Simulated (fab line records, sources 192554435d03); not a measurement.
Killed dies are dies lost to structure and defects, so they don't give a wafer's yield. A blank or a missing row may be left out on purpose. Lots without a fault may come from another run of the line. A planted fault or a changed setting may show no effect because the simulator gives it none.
Chamber matching | flow n5_finfet | N5_HKMG_FIN_ALD_74 on ald_hk-01: 4 sister chambers
The step deposits La2O3, target thk 0.5 nm, pulse time 6 s, co reactant pulse time 1 s. 4 wafers are shown with their chamber, then 9 later ones without.

WAFERS WITH THEIR CHAMBER
wafer  | chamber | heater_power_outer_w (W)
L085.5 | 1       | 189
L090.1 | 2       | 167
L090.2 | 0       | 160
L090.4 | 3       | 165

WAFERS WITHOUT THEIR CHAMBER
wafer  | heater_power_outer_w (W)
L091.4 | 166
L091.5 | 185
L091.6 | 168
L095.4 | 159
L095.5 | 164
L095.6 | 187
L096.3 | 163
L096.5 | 160
L096.6 | 164

WHICH CHAMBER EACH WENT THROUGH
wafer  | from the rows above          | in truth
L091.4 | can't be placed: 2 or 3      | 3
L091.5 | 1                            | 1
L091.6 | can't be placed: 2 or 3      | 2
L095.4 | 0                            | 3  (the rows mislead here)
L095.5 | can't be placed: 3 or 2 or 0 | 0
L095.6 | 1                            | 1
L096.3 | can't be placed: 3 or 0 or 2 | 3
L096.5 | 0                            | 0
L096.6 | can't be placed: 3 or 2 or 0 | 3
Placed correctly: 3 of 9. Can't be placed from these rows: 5 (the true chamber is among the candidates in 5). Placed wrongly: 1.
How it was worked out, from the rows above alone: a wafer's distance from a chamber is the root of the sum, over the readings, of the square of ((its reading less the chamber's mean) divided by the reading's scatter). The wafer belongs to the nearest chamber; if the next one is less than 2 further off, it can't be placed. A chamber's mean is the mean of its shown wafers. The scatter: with one shown wafer a chamber, the root of the mean of the squares of how far each hidden wafer lies from its nearest shown one.
